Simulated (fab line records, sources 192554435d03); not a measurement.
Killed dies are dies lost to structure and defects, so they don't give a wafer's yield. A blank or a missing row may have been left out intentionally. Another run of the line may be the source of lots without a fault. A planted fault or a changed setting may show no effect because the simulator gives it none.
Which of the tools did it?	flow n5Finfet	9 lots, 25 wafers sampled, at 5 steps of a route of 1938

== WHAT THE GAUGES SHOWED, per wafer ==
N5_BEOL_M2_OVL_MEAS_29. Usual: V1_OVL gives 0.3 nm (standard deviation 0.73).
lot	measured	on	V1_OVL (nm)	flag
L326	day 6 13:56	overlay-02	1.0 0.7 1.2	
L328	day 7 08:02	overlay-01	-0.2 -0.1 0.0	
L333	day 8 10:28	overlay-02	1.2 0.8 -0.3	
L334	day 8 16:19	overlay-01	0.3 0.6 1.0	
L339	day 9 21:51	overlay-01	0.8 0.5 0.2	
L345	day 11 08:44	overlay-02	0.6 0.4 0.4	
L346	day 11 19:21	overlay-02	0.1 -1.3	
L347	day 12 04:43	overlay-01	0.8 0.7	
L348	day 12 08:25	overlay-02	0.2 -0.1 0.8	

N5_BEOL_M4_RC_MEAS_101. Usual: DIBL_N 36.5 mV/V, standard deviation 1.4; DIBL_P 36.5 mV/V, standard deviation 1.6; IOFF_N 0.163 nA/um, standard deviation 0.022; IOFF_P 0.219 nA/um, standard deviation 0.029; ION_N 675 uA/um, standard deviation 8.3; ION_P 464 uA/um, standard deviation 6.2; SS_N 71.5 mV/dec, standard deviation 0.52; SS_P 73.4 mV/dec, standard deviation 0.57; VT_N 249.7 mV, standard deviation 2.6; VT_P -250 mV, standard deviation 3.
lot	measured	on	DIBL_N (mV/V)	DIBL_P (mV/V)	IOFF_N (nA/um)	IOFF_P (nA/um)	ION_N (uA/um)	ION_P (uA/um)	SS_N (mV/dec)	SS_P (mV/dec)	VT_N (mV)	VT_P (mV)	flag
L326	day 7 20:59	prober-02	35.8 38.3 36.7	35.3 37.5 37.0	0.140 0.177 0.152	0.185 0.224 0.201	661 671 670	459 462 465	71.2 72.1 71.2	72.5 73.1 72.9	250.8 248.6 249.0	-250 -247 -249	
L328	day 8 15:29	prober-01	37.4 34.2 36.5	38.1 34.8 38.0	0.189 0.134 0.174	0.216 0.174 0.213	673 666 676	455 453 461	72.7 71.4 72.3	73.7 73.3 73.4	247.7 251.4 250.6	-251 -255 -251	
L333	day 9 21:19	prober-01	36.9 35.8 36.2	36.2 35.2 36.4	0.172 0.154 0.173	0.197 0.188 0.200	666 666 682	454 454 462	72.1 70.6 71.4	73.3 73.4 73.0	251.5 250.5 249.3	-250 -251 -251	
L334	day 9 22:42	prober-01	33.8 36.2 35.3	32.7 35.5 34.8	0.120 0.155 0.140	0.196 0.244 0.230	666 671 676	468 464 472	71.6 71.3 71.5	72.4 73.1 72.8	251.9 249.2 250.8	-247 -247 -248	
L339	day 11 06:36	prober-01	34.8 35.3 36.8	35.5 36.7 38.5	0.147 0.165 0.186	0.234 0.258 0.295	664 683 668	466 474 473	71.8 72.0 73.2	73.1 73.3 73.8	249.3 247.6 245.2	-247 -245 -242	
L345	day 12 21:46	prober-02	37.2 37.7 38.3	37.0 38.1 38.3	0.176 0.195 0.203	0.219 0.232 0.244	682 694 682	461 469 465	71.7 71.5 71.7	73.5 73.2 73.7	249.3 247.1 246.3	-250 -251 -250	
L346	day 13 02:41	prober-02	38.5 38.1	38.0 37.6	0.175 0.174	0.240 0.248	681 685	464 471	71.3 71.4	74.3 74.0	250.5 247.6	-247 -247	
L347	day 13 10:22	prober-01	35.9 36.0	37.2 37.6	0.158 0.166	0.203 0.203	675 682	467 463	71.4 71.8	73.2 73.5	251.6 249.8	-253 -252	
L348	day 13 22:22	prober-02	35.7 33.3 35.0	37.9 34.6 36.6	0.170 0.127 0.151	0.230 0.184 0.217	681 675 675	472 467 465	72.5 71.0 71.1	73.4 72.6 73.3	250.1 252.1 250.0	-248 -251 -249	

== WHAT TOOL EACH LOT RAN ON (gives the tool, then ch and the chambers of the sampled wafers, and finally the start) ==
lot	N5_BEOL_M2_ETCH_64	N5_BEOL_M2_STRIP_19	N5_BEOL_M2_ALD_98
L326	rieDiel-02 ch 0,1,3, day 6 13:11	rieDiel-05 ch 1,2, day 6 13:31	aldSin-04 ch 1,2,3, day 6 14:13
L328	rieDiel-05 ch 2,3, day 7 04:44	rieDiel-02 ch 0,1,3, day 7 05:01	aldSin-02 ch 1,2,3, day 7 08:15
L333	rieDiel-05 ch 0,2, day 8 09:32	rieDiel-01 ch 0,1,2, day 8 09:54	aldSin-02 ch 0,2,3, day 8 10:40
L334	rieDiel-05 ch 1,2,3, day 8 15:32	rieDiel-05 ch 0,1,2, day 8 15:50	aldSin-03 ch 0,2,3, day 8 16:43
L339	rieDiel-02 ch 1,2,3, day 9 21:08	rieDiel-05 ch 0,1,3, day 9 21:26	aldSin-03 ch 0,3, day 9 22:05
L345	rieDiel-05 ch 0,2,3, day 11 08:02	rieDiel-01 ch 0,2, day 11 08:19	aldSin-03 ch 0,2,3, day 11 09:07
L346	rieDiel-05 ch 1,3, day 11 18:36	rieDiel-02 ch 0,2, day 11 18:56	aldSin-03 ch 2,3, day 11 19:41
L347	rieDiel-01 ch 0,1, day 12 04:01	rieDiel-02 ch 2,3, day 12 04:17	aldSin-03 ch 1, day 12 04:58
L348	rieDiel-01 ch 1,2,3, day 12 07:43	rieDiel-02 ch 0,1,2, day 12 08:00	aldSin-04 ch 0,2,3, day 12 10:06
- N5_BEOL_M2_ETCH_64: etches SOC in N2/H2, target depth 75 nm, overetch 22.5 nm, time 121.9 s.
- N5_BEOL_M2_STRIP_19: strips in O2.
- N5_BEOL_M2_ALD_98: deposits SiO2, target thk 2.5 nm, pulse time 1 s, co reactant pulse time 1 s.

== WHAT THE TOOLS THEMSELVES READ (means of the sampled wafers that have a number; where no wafer has one, the mark that the record gives instead) ==
N5_BEOL_M2_ETCH_64. Usual: chamberPressureMTorr 30.001 mTorr, standard deviation 0.028; drypumpMotorCurrentA 5.7 A, standard deviation 0.48; oesProductAu 0.58 a.u., standard deviation 0.064; rfVppV 522.6 V, standard deviation 1.3; showerheadPlenumPTorr 2.50 Torr, standard deviation 0.037; throttleValvePct 17.86 %, standard deviation 0.27.
lot	tool	chamberPressureMTorr (mTorr)	drypumpMotorCurrentA (A)	oesProductAu (a.u.)	rfVppV (V)	showerheadPlenumPTorr (Torr)	throttleValvePct (%)	flag
L326	rieDiel-02	30.003	5.9	0.59	523.2	2.53	17.68	
L328	rieDiel-05	29.981	5.3	0.55	521.0	2.46	18.00	
L333	rieDiel-05	30.003	5.1	0.53	522.5	2.49	17.86	
L334	rieDiel-05	30.003	5.7	0.54	522.0	2.48	17.97	
L339	rieDiel-02	29.987	6.0	0.56	523.8	2.54	17.89	
L345	rieDiel-05	30.009	5.3	0.59	522.1	2.48	17.89	
L346	rieDiel-05	29.995	5.8	0.60	521.5	2.49	17.80	
L347	rieDiel-01	29.998	6.2	0.69	521.9	2.49	17.50	
L348	rieDiel-01	30.001	5.4	0.64	522.0	2.50	17.83	

N5_BEOL_M2_STRIP_19. Usual: chamberPressureMTorr 30.001 mTorr, standard deviation 0.028; drypumpMotorCurrentA 5.7 A, standard deviation 0.43; oesProductAu 0.77 a.u., standard deviation 0.089; rfVppV 3.7 V, standard deviation 0.51; showerheadPlenumPTorr 2.063 Torr, standard deviation 0.029; throttleValvePct 16.72 %, standard deviation 0.23.
lot	tool	chamberPressureMTorr (mTorr)	drypumpMotorCurrentA (A)	oesProductAu (a.u.)	rfVppV (V)	showerheadPlenumPTorr (Torr)	throttleValvePct (%)	flag
L326	rieDiel-05	30.018	5.7	0.72	3.4	2.047	16.77	
L328	rieDiel-02	29.992	5.9	0.77	3.5	2.083	16.59	
L333	rieDiel-01	29.998	6.0	0.84	3.9	2.059	16.57	
L334	rieDiel-05	30.009	5.4	0.70	3.9	2.047	16.76	
L339	rieDiel-05	29.971	5.6	0.78	3.4	2.069	16.73	
L345	rieDiel-01	30.019	6.2	0.86	3.6	2.043	16.43	
L346	rieDiel-02	30.018	5.8	0.74	3.5	2.046	16.92	
L347	rieDiel-02	30.001	6.0	0.72	4.2	2.085	16.88	
L348	rieDiel-02	30.002	5.9	0.72	3.9	2.059	16.82	

N5_BEOL_M2_ALD_98. Usual: heaterPowerW 76 W, standard deviation 5.5; precursorPulseHeightRel 0.999, standard deviation 0.02.
lot	tool	heaterPowerW (W)	precursorPulseHeightRel	flag
L326	aldSin-04	78	1.008	
L328	aldSin-02	69	1.024	
L333	aldSin-02	71	0.985	
L334	aldSin-03	82	0.991	
L339	aldSin-03	82	0.997	
L345	aldSin-03	81	0.983	
L346	aldSin-03	82	1.015	
L347	aldSin-03	78	0.999	
L348	aldSin-04	75	0.985	

== THE ANSWER, worked out from the rows above alone ==
Rule: take the mean of a lot's wafers that have a number; if it is more than 3 standard deviations from the usual mean, the lot is off. A lot without any number at a reading at which 4 lots or more have one is off too. The other lots that the step has rows for count as sound. Order of review: gauges by route order, followed by the tools' own readings, for which a lot's mean as printed above is used. At the first step where some lot is off, the reading lying furthest off is the one used; lots without a number count as furthest.
None of the lots is off at any reading shown; this tells nothing.

== WHAT THE SIMULATOR HAD INSERTED ==
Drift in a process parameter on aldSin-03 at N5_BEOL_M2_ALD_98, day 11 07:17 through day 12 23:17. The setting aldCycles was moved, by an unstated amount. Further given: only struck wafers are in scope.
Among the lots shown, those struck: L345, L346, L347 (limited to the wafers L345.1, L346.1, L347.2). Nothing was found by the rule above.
